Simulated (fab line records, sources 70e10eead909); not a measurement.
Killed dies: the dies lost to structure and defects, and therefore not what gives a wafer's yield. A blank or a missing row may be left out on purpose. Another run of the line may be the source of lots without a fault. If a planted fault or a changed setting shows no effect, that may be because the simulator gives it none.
fab line records ; flow nandHarc
record lots=6; wafers=18; lastDay=24
route steps=1159 shown P_M2@348 P_BONDPAD@351 END@1159
lots with no fault: from the same line, run without faults
startH: hours from the record's first day to the start of the lot's first wafer shown ; waitH: hours from the lot's prior step to this one ; " as in the row above ; L1.1+2: a single row standing in for several wafers ; - either no value or no given start ; * or withheld: withheld ; < > ~ a bound
route shown NAME@n: a module of which the file shows steps, and the number in the route of the first ; usual: mean/standard deviation of fault-free wafers ; same: alike in all rows ; chamber/n: place in a boat ; sites: each site's reading ; _std_site: standard deviation across them ; _edge_site: the outer-site mean with the inner-site mean subtracted ; radiusMm: for every site, how far away it sits from the centre of the wafer ; mask NAME#n: copy n ; behind: the tool/chamber that last shaped the wafer ; hold: what put the lot on hold/how long, in hours/how the hold closed ; device: the transistor (n, p or np) that didn't switch ; end of line: at the end of the route, the tests of the same wafers ; a step given without rows: its recipe and nothing more ; killed: not the wafer's yield, but the dies lost to structure and defects at the first sort ; map: per-die view of a wafer (x killed, . not killed, _ where there is no die)
set.NAME: the setting as run; set.NAME@STEP: as run at that earlier step ; model.NAME: the simulator's own value behind a step, which no gauge read
certain route steps with their lots: each step a table, each wafer a row
services: when a tool's chamber went out of use (startH, in hours from the record's first day, below 0 if earlier), for how many hours, and the reason
## steps
# step NHARC_P_M2_INSPECT_27
# usual rawDefectCount=357/150
lot.wafer;tool;chamber;startH;waitH;rawDefectCount
L595.2;defectInspect-01;-;125.95;0.0;609
L595.3;defectInspect-01;-;125.95;0.0;659
L595.6;defectInspect-01;-;125.95;0.0;641
L600.1;defectInspect-01;-;156.25;0.0;246
L600.4;defectInspect-01;-;156.25;0.0;215
L600.5;defectInspect-01;-;156.25;0.0;322
L606.1;defectInspect-02;-;192.86;0.0;329
L606.2;defectInspect-02;-;192.86;0.0;356
L606.5;defectInspect-02;-;192.86;0.0;291
L607.2;defectInspect-02;-;211.23;0.0;254
L607.3;defectInspect-02;-;211.23;0.0;181
L607.5;defectInspect-02;-;211.23;0.0;250
L613.2;defectInspect-01;-;239.34;0.0;452
L613.4;defectInspect-01;-;239.34;0.0;397
L613.5;defectInspect-01;-;239.34;0.0;644
L617.2;defectInspect-01;-;255.35;0.0;284
L617.3;defectInspect-01;-;255.35;0.0;499
L617.4;defectInspect-01;-;255.35;0.0;411
# step NHARC_P_M2_PRE_CLEAN_32
# recipe timeS=12; tempC=370; rfPowerW=300; gas=NH3
# usual heaterPowerW=647/47; rfFwdPowerW=292.6/0.88
lot.wafer;tool;chamber;startH;waitH;heaterPowerW;rfFwdPowerW;sinceWetCleanH
L595.3;pecvd-03;2;126.03;0.1;613;293.7;2
L595.2;pecvd-03;0;126.03;0.1;693;292.7;2
L595.6;pecvd-03;2;126.03;0.1;626;292.2;-
L600.1;pecvd-03;1;156.32;0.1;627;293.1;32
L600.4;pecvd-03;1;156.32;0.1;625;293.0;-
L600.5;pecvd-03;2;156.32;0.1;658;292.1;-
L606.2;pecvd-04;2;192.92;0.1;577;292.0;166
L606.1;pecvd-04;0;192.92;0.1;607;293.9;166
L606.5;pecvd-04;1;192.92;0.1;593;291.4;-
L607.3;pecvd-02;2;211.29;0.1;680;293.3;45
L607.2;pecvd-02;0;211.29;0.1;730;293.8;45
L607.5;pecvd-02;2;211.29;0.1;689;292.6;-
L613.2;pecvd-02;0;239.41;0.1;695;292.4;73
L613.4;pecvd-02;0;239.41;0.1;700;292.5;-
L613.5;pecvd-02;1;239.41;0.1;627;292.8;-
L617.2;pecvd-02;0;255.42;0.1;700;291.7;89
L617.3;pecvd-02;0;255.42;0.1;725;291.6;-
L617.4;pecvd-02;2;255.42;0.1;612;292.4;-
# step NHARC_P_M2_DEP_33
# recipe targetThkA=300; tempC=370; targetThkNm=30; pressureTorr=3; flowSccm=200; rfW=450; material=SiCN
# usual heaterPowerW=589/49; rfFwdPowerW=449.1/1.3; showerheadVppV=1287/64
lot.wafer;tool;chamber;startH;waitH;heaterPowerW;rfFwdPowerW;showerheadVppV;sinceWetCleanH
L595.3;pecvd-03;2;126.14;0.1;616;449.6;1344;2
L595.2;pecvd-03;0;126.14;0.1;596;450.1;1202;2
L595.6;pecvd-03;2;126.14;0.1;618;449.7;1323;-
L600.1;pecvd-03;1;156.40;0.1;564;447.3;1280;32
L600.4;pecvd-03;1;156.40;0.1;551;447.3;1284;-
L600.5;pecvd-03;2;156.40;0.1;595;449.6;1357;-
L606.2;pecvd-04;2;193.00;0.1;505;451.3;1259;166
L606.1;pecvd-04;0;193.00;0.1;616;450.2;1380;166
L606.5;pecvd-04;1;193.00;0.1;553;451.5;1362;-
L607.3;pecvd-02;2;211.37;0.1;572;449.8;1285;45
L607.2;pecvd-02;0;211.37;0.1;590;447.1;1191;45
L607.5;pecvd-02;2;211.37;0.1;592;449.6;1309;-
L613.2;pecvd-02;0;239.49;0.1;676;448.4;1194;73
L613.4;pecvd-02;0;239.49;0.1;675;448.5;1177;-
L613.5;pecvd-02;1;239.49;0.1;495;449.4;1361;-
L617.2;pecvd-02;0;255.54;0.1;648;449.0;1207;89
L617.3;pecvd-02;0;255.54;0.1;661;449.4;1190;-
L617.4;pecvd-02;2;255.54;0.1;574;450.7;1279;-
# step NHARC_P_BONDPAD_DEP_00
# recipe targetThkA=2500; tempC=370; targetThkNm=250; pressureTorr=3; flowSccm=200; rfW=450; material=SiCN
# usual heaterPowerW=579/51; rfFwdPowerW=449.1/1.4; showerheadVppV=1306/61
lot.wafer;tool;chamber;startH;waitH;heaterPowerW;rfFwdPowerW;showerheadVppV;sinceWetCleanH
L595.2;pecvd-04;0;126.51;-;621;449.5;1368;99
L595.3;pecvd-04;2;126.51;-;513;448.3;1268;99
L595.6;pecvd-04;1;126.51;-;635;448.1;1367;-
L600.1;pecvd-04;0;156.99;-;612;447.2;1392;130
L600.4;pecvd-04;0;156.99;-;607;446.9;1359;-
L600.5;pecvd-04;1;156.99;-;529;451.5;1327;-
L606.2;pecvd-02;0;193.44;-;632;450.2;1194;27
L606.1;pecvd-02;2;193.44;-;593;449.5;1281;27
L606.5;pecvd-02;0;193.44;-;645;447.9;1227;-
L607.3;pecvd-04;1;211.82;-;582;448.4;1353;4
L607.2;pecvd-04;2;211.82;-;459;448.4;1261;4
L607.5;pecvd-04;1;211.82;-;473;447.8;1368;-
L613.2;pecvd-04;0;239.90;-;625;450.1;1367;32
L613.4;pecvd-04;0;239.90;-;627;452.7;1358;-
L613.5;pecvd-04;1;239.90;-;525;449.4;1372;-
L617.3;pecvd-04;2;256.06;0.3;518;449.9;1257;48
L617.2;pecvd-04;1;256.06;0.3;542;449.6;1351;48
L617.4;pecvd-04;2;256.06;0.3;553;450.9;1246;-
# step NHARC_P_BONDPAD_CMP_32
# recipe targetThkNm=200; material=SiCN
# usual motorCurrentA=12.2/1.4; slurryFlowMlMin=149.9/0.45
lot.wafer;tool;chamber;startH;waitH;motorCurrentA;slurryFlowMlMin
L595.3;cmp-03;0;126.95;-;15.1;150.5
L595.2;cmp-03;2;126.95;-;13.7;149.1
L595.6;cmp-03;0;126.95;-;14.6;150.0
L600.1;cmp-04;3;157.40;-;13.9;149.0
L600.4;cmp-04;0;157.40;-;10.9;149.7
L600.5;cmp-04;2;157.40;-;12.5;150.0
L606.1;cmp-04;0;193.84;-;10.6;149.6
L606.2;cmp-04;2;193.84;-;13.1;149.3
L606.5;cmp-04;0;193.84;-;10.6;150.4
L607.3;cmp-04;0;212.22;-;10.2;149.8
L607.2;cmp-04;3;212.22;-;13.6;150.1
L607.5;cmp-04;1;212.22;-;11.2;150.1
L613.2;cmp-01;3;240.34;-;10.6;149.4
L613.4;cmp-01;1;240.34;-;11.3;149.8
L613.5;cmp-01;2;240.34;-;12.0;150.6
L617.4;cmp-01;3;256.47;-;10.1;149.2
L617.2;cmp-01;1;256.47;-;11.2;150.8
L617.3;cmp-01;2;256.47;-;12.4;149.3
# step NHARC_P_BONDPAD_THK_MEAS_33
# recipe thkMeasGauge=ellipsometry
# usual thkNm=200.1/1.7
lot.wafer;tool;chamber;startH;waitH;thkNm
L595.2;filmMetro-02;-;127.18;0.2;198.4
L595.3;filmMetro-02;-;127.18;0.2;198.5
L595.6;filmMetro-02;-;127.18;0.2;197.9
L600.1;filmMetro-02;-;157.60;0.2;202.0
L600.4;filmMetro-02;-;157.60;0.2;200.5
L600.5;filmMetro-02;-;157.60;0.2;199.4
L606.1;filmMetro-01;-;194.09;0.2;198.3
L606.2;filmMetro-01;-;194.09;0.2;197.5
L606.5;filmMetro-01;-;194.09;0.2;197.7
L607.2;filmMetro-01;-;212.48;0.2;198.3
L607.3;filmMetro-01;-;212.48;0.2;199.1
L607.5;filmMetro-01;-;212.48;0.2;200.0
L613.2;filmMetro-01;-;240.56;0.2;198.6
L613.4;filmMetro-01;-;240.56;0.2;200.6
L613.5;filmMetro-01;-;240.56;0.2;201.4
L617.2;filmMetro-01;-;256.72;0.2;200.4
L617.3;filmMetro-01;-;256.72;0.2;197.5
L617.4;filmMetro-01;-;256.72;0.2;200.1
# step NHARC_P_BONDPAD_SRD_34
# step NHARC_P_BONDPAD_DEHYDRATE_01
# recipe tempC=150; timeS=120
# step NHARC_P_BONDPAD_HMDS_02
# recipe timeS=30
# step NHARC_P_BONDPAD_COAT_36
# recipe tempC=200; timeS=65
# step NHARC_P_BONDPAD_COAT_03
# recipe spinRpm=2000; resistThkNm=600
# step NHARC_P_BONDPAD_SOFTBAKE_04
# recipe tempC=125; timeS=70
# usual heaterPowerTotalW=201.0/1.3
lot.wafer;tool;chamber;startH;waitH;heaterPowerTotalW
L595.2;lithoTrack-07;0;127;-;200.8
L595.3;lithoTrack-07;0;127;-;202.7
L595.6;lithoTrack-07;0;127;-;201.4
L600.1;lithoTrack-05;0;157;-;201.4
L600.4;lithoTrack-05;0;157;-;198.9
L600.5;lithoTrack-05;0;157;-;202.4
L606.1;lithoTrack-05;0;194;-;201.6
L606.2;lithoTrack-05;0;194;-;206.8
L606.5;lithoTrack-05;0;194;-;201.4
L607.2;lithoTrack-05;0;212;-;206.8
L607.3;lithoTrack-05;0;212;-;199.1
L607.5;lithoTrack-05;0;212;-;200.6
L613.2;lithoTrack-03;0;240;-;199.8
L613.4;lithoTrack-03;0;240;-;201.3
L613.5;lithoTrack-03;0;240;-;202.5
L617.2;lithoTrack-07;0;256;-;202.5
L617.3;lithoTrack-07;0;256;-;199.4
L617.4;lithoTrack-07;0;256;-;201.6
# step NHARC_P_BONDPAD_EBR_05
# step NHARC_END_SORT_01
# recipe tempC=25
# usual defectLimitedYield=95.6/1.4; killedAtArray=26/9; killedAtOther=0.8/1.2; killedAtPeriphery=3.2/2.3; killedDies=30/9.1; killedOpen=3.5/2; killedShort=1.8/1.4; sort_bin_2_pct=1.4/0.59; sort_bin_3_pct=0.25/0.22; sort_bin_4_pct=2.8/0.91; sortNPass=647/9.1; sortRimYieldPct=95.4/3; sortYieldPct=95.6/1.4
# same grossDies=677; sort_bin_5_pct[%]=0; sort_bin_6_pct[%]=0; sort_bin_7_pct[%]=0; sort_bin_8_pct[%]=0; sortRimNGross=106.00
lot.wafer;tool;chamber;startH;waitH;defectLimitedYield[%];killedAtArray;killedAtOther;killedAtPeriphery;killedDies;killedOpen;killedShort;sort_bin_2_pct[%];sort_bin_3_pct[%];sort_bin_4_pct[%];sortNPass;sortRimYieldPct[%];sortYieldPct[%]
L595.2;prober-01;0;445.32;2.8;96.9;15;1;5;21;3;3;1.0;0.15;1.9;656;95.3;96.9
L595.3;prober-01;0;446.13;3.1;96.6;18;3;2;23;3;3;0.9;0.44;2.1;654;97.2;96.6
L595.6;prober-01;0;448.55;4.0;96.9;18;0;3;21;2;3;1.3;0.30;1.5;656;95.3;96.9
L600.1;prober-01;0;470.57;2.5;95.9;23;3;2;28;3;1;1.9;0;2.2;649;96.2;95.9
L600.4;prober-01;0;472.97;3.4;96.3;23;1;1;25;4;1;1.2;0.44;2.1;652;97.2;96.3
L600.5;prober-01;0;473.77;3.7;96.0;25;1;1;27;2;2;1.5;0.15;2.4;650;100.0;96.0
L607.2;prober-02;0;514.88;2.8;95.7;27;0;2;29;4;2;1.0;0.15;3.1;648;92.5;95.7
L607.3;prober-02;0;515.69;3.1;96.8;19;2;1;22;2;2;1.2;0.30;1.8;655;97.2;96.8
L607.5;prober-02;0;517.31;3.7;96.0;23;0;4;27;3;1;2.1;0.15;1.8;650;95.3;96.0
# killed by level:class
L595.2 A_SGD_CUT:chamberFilmFlake=4 P_GATE:chamberFilmFlake=3 A_CHANNEL_HOLE_D1:chamberFilmFlake=2 A_STAIRCASE:chamberFilmFlake=2 P_CONTACT:geometricParticle:short=1 A_CHANNEL_FILL_D1:geometricParticle:short=1 A_WL_FILL:geometricParticle:open=1 A_CONTACT:geometricParticle:open=1
L595.3 A_CHANNEL_FILL_D1:chamberFilmFlake=3 A_STAIRCASE:chamberFilmFlake=3 A_CONTACT:chamberFilmFlake=3 STARTING-WAFER:geometricParticle:short=2 A_CHANNEL_HOLE_D1:chamberFilmFlake=2 A_M1:chamberFilmFlake=2 P_STI:geometricParticle:open=1 A_M1:geometricParticle:open=1
L595.6 A_STAIRCASE:chamberFilmFlake=5 A_SGD_CUT:chamberFilmFlake=4 A_CONTACT:geometricParticle:open=2 P_STI:chamberFilmFlake=2 A_ONON_D1:geometricParticle:short=1 A_CHANNEL_FILL_D1:geometricParticle:short=1 A_WL_FILL:geometricParticle:short=1 P_GATE:chamberFilmFlake=1
L600.1 A_CHANNEL_HOLE_D1:chamberFilmFlake=15 THIN_TSV:chamberFilmFlake=3 A_CHANNEL_FILL_D1:chamberFilmFlake=2 A_WL_FILL:chamberFilmFlake=2 P_M0:geometricParticle:open=1 A_SGD_CUT:geometricParticle:short=1 A_CONTACT:geometricParticle:open=1 A_M0:geometricParticle:open=1
L600.4 A_CHANNEL_HOLE_D1:chamberFilmFlake=12 A_ONON_D1:geometricParticle:open=2 A_CONTACT:geometricParticle:open=2 A_SLIT:chamberFilmFlake=2 A_WL_FILL:chamberFilmFlake=2 A_WL_FILL:geometricParticle:short=1 P_CONTACT:chamberFilmFlake=1 A_STAIRCASE:chamberFilmFlake=1
L600.5 A_CHANNEL_HOLE_D1:chamberFilmFlake=14 A_STAIRCASE:chamberFilmFlake=2 A_SLIT:chamberFilmFlake=2 A_CONTACT:chamberFilmFlake=2 P_CONTACT:geometricParticle:open=1 A_SOURCE_PLATE:geometricParticle:short=1 A_CONTACT:geometricParticle:open=1 A_BLC:geometricParticle:short=1
L607.2 A_SLIT:chamberFilmFlake=12 A_CHANNEL_HOLE_D1:chamberFilmFlake=5 A_CONTACT:chamberFilmFlake=5 A_CHANNEL_FILL_D1:geometricParticle:open=2 P_M1:geometricParticle:open=1 P_M2:geometricParticle:short=1 A_CHANNEL_FILL_D1:geometricParticle:short=1 A_CONTACT:geometricParticle:open=1
L607.3 A_SLIT:chamberFilmFlake=7 A_CONTACT:chamberFilmFlake=5 A_CHANNEL_HOLE_D1:chamberFilmFlake=4 THIN_TSV:chamberFilmFlake=2 P_M0:geometricParticle:open=1 A_ONON_D1:geometricParticle:open=1 A_SGD_CUT:geometricParticle:short=1 A_CONTACT:geometricParticle:short=1
L607.5 A_SLIT:chamberFilmFlake=5 A_CONTACT:chamberFilmFlake=5 A_CONTACT:geometricParticle:open=3 A_CHANNEL_HOLE_D1:chamberFilmFlake=3 A_STAIRCASE:chamberFilmFlake=3 P_M1:chamberFilmFlake=2 P_BONDPAD:chamberFilmFlake=2 A_WL_FILL:chamberFilmFlake=2
## services
tool;chamber;startH;hours;kind
cmp-04;-;106.22;4.0;pm
cmp-03;-;109.93;0.5;repair
pecvd-03;-;111.00;13.0;pm
cmp-03;-;114.73;1.0;repair
cmp-03;-;116.85;0.2;repair
cmp-03;-;118.13;2.9;repair
cmp-01;-;119.63;1.4;repair
cmp-03;-;130.44;1.3;repair
pecvd-02;-;153.27;13.0;pm
cmp-03;-;156.00;4.0;pm
cmp-01;-;157.01;2.3;repair
pecvd-03;-;161.67;3.3;repair
cmp-03;-;166.17;2.2;repair
cmp-01;-;179.50;4.0;pm
pecvd-04;-;179.92;1.1;repair
cmp-01;-;183.73;2.0;repair
cmp-03;-;185.71;1.2;repair
lithoTrack-07;-;189.00;7.0;pm
pecvd-02;-;190.50;2.5;repair
pecvd-04;-;195.32;13.0;pm
cmp-04;-;204.22;4.0;pm
pecvd-02;-;233.78;0.5;repair
lithoTrack-05;-;237.00;7.0;pm
pecvd-02;1;247.97;14.3;repair
## key
firstSign step=NHARC_P_BONDPAD_SOFTBAKE_04; reading=heaterPowerTotalW; direction=up; sigmas=4.5; usual=*; struck=*
effect none on later readings
metAt NHARC_P_BONDPAD_SOFTBAKE_04
struckWafers L606.2,L607.2
onsetBetween 157 194
fault kind=processParameterDrift; tool=lithoTrack-05; chamber=-; onsetH=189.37; steps=NHARC_P_BONDPAD_SOFTBAKE_04; channel=timeS; offset=*; shape=step; endH=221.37; scope=struckWafersOnly; actsIn=*; stated=*
